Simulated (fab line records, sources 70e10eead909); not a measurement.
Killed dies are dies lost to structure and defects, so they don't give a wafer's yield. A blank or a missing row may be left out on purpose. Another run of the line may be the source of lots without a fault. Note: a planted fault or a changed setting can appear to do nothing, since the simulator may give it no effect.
Matching of chambers + flow nand_harc + 3 sister chambers for NHARC_A_SLIT_DEP_25 on pecvd-01
The step deposits SiO2, target thk 200 nm. 6 wafers are shown with their chamber, then 11 later ones without.

== WAFERS PAIRED WITH THEIR CHAMBERS ==
| wafer  | chamber | throttle_valve_pct (%) | heater_power_outer_w (W) |
|--------|---------|------------------------|--------------------------|
| L086.4 | 1       | 16.0                   | 197                      |
| L086.6 | 0       | 16.8                   | 268                      |
| L090.1 | 2       | 16.1                   | 310                      |
| L090.3 | 0       | 16.8                   | 290                      |
| L090.4 | 1       | 15.7                   | 253                      |
| L092.1 | 2       | 16.2                   | 259                      |

== WAFERS WITH NO CHAMBER GIVEN ==
| wafer  | throttle_valve_pct (%) | heater_power_outer_w (W) |
|--------|------------------------|--------------------------|
| L092.2 | 15.8                   | 212                      |
| L092.5 | 15.9                   | 224                      |
| L094.1 | 16.0                   | 289                      |
| L094.3 | 15.9                   | 244                      |
| L094.5 | 16.7                   | 309                      |
| L095.2 | 16.2                   | 273                      |
| L095.4 | 15.6                   | 252                      |
| L095.6 | 16.3                   | 274                      |
| L093.2 | 15.9                   | 179                      |
| L093.4 | 16.0                   | 233                      |
| L093.5 | 16.9                   | 245                      |

== CHAMBER TAKEN BY EACH ==
| wafer  | from the rows above     | in truth |
|--------|-------------------------|----------|
| L092.2 | 1                       | 1        |
| L092.5 | 1                       | 1        |
| L094.1 | can't be placed: 2 or 1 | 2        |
| L094.3 | can't be placed: 1 or 2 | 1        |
| L094.5 | 0                       | 0        |
| L095.2 | 2                       | 2        |
| L095.4 | 1                       | 1        |
| L095.6 | 2                       | 2        |
| L093.2 | 1                       | 1        |
| L093.4 | can't be placed: 1 or 2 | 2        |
| L093.5 | 0                       | 0        |
8 of 11 placed correctly. Unplaceable from these rows: 3, with the true chamber sitting among the candidates in 3. Number placed wrongly: 0.
How it was worked out, from the rows above alone: a wafer's distance from a chamber is the root of the sum, over the readings, of the square of ((its reading less the chamber's mean) divided by the reading's scatter). The wafer belongs to the nearest chamber; if the next one is less than 2 further off, it can't be placed. A chamber's mean is the mean of its shown wafers. The scatter: take each reading less its chamber's mean, square it, sum over the shown wafers, divide by the number of wafers less the number of chambers, and take the root.
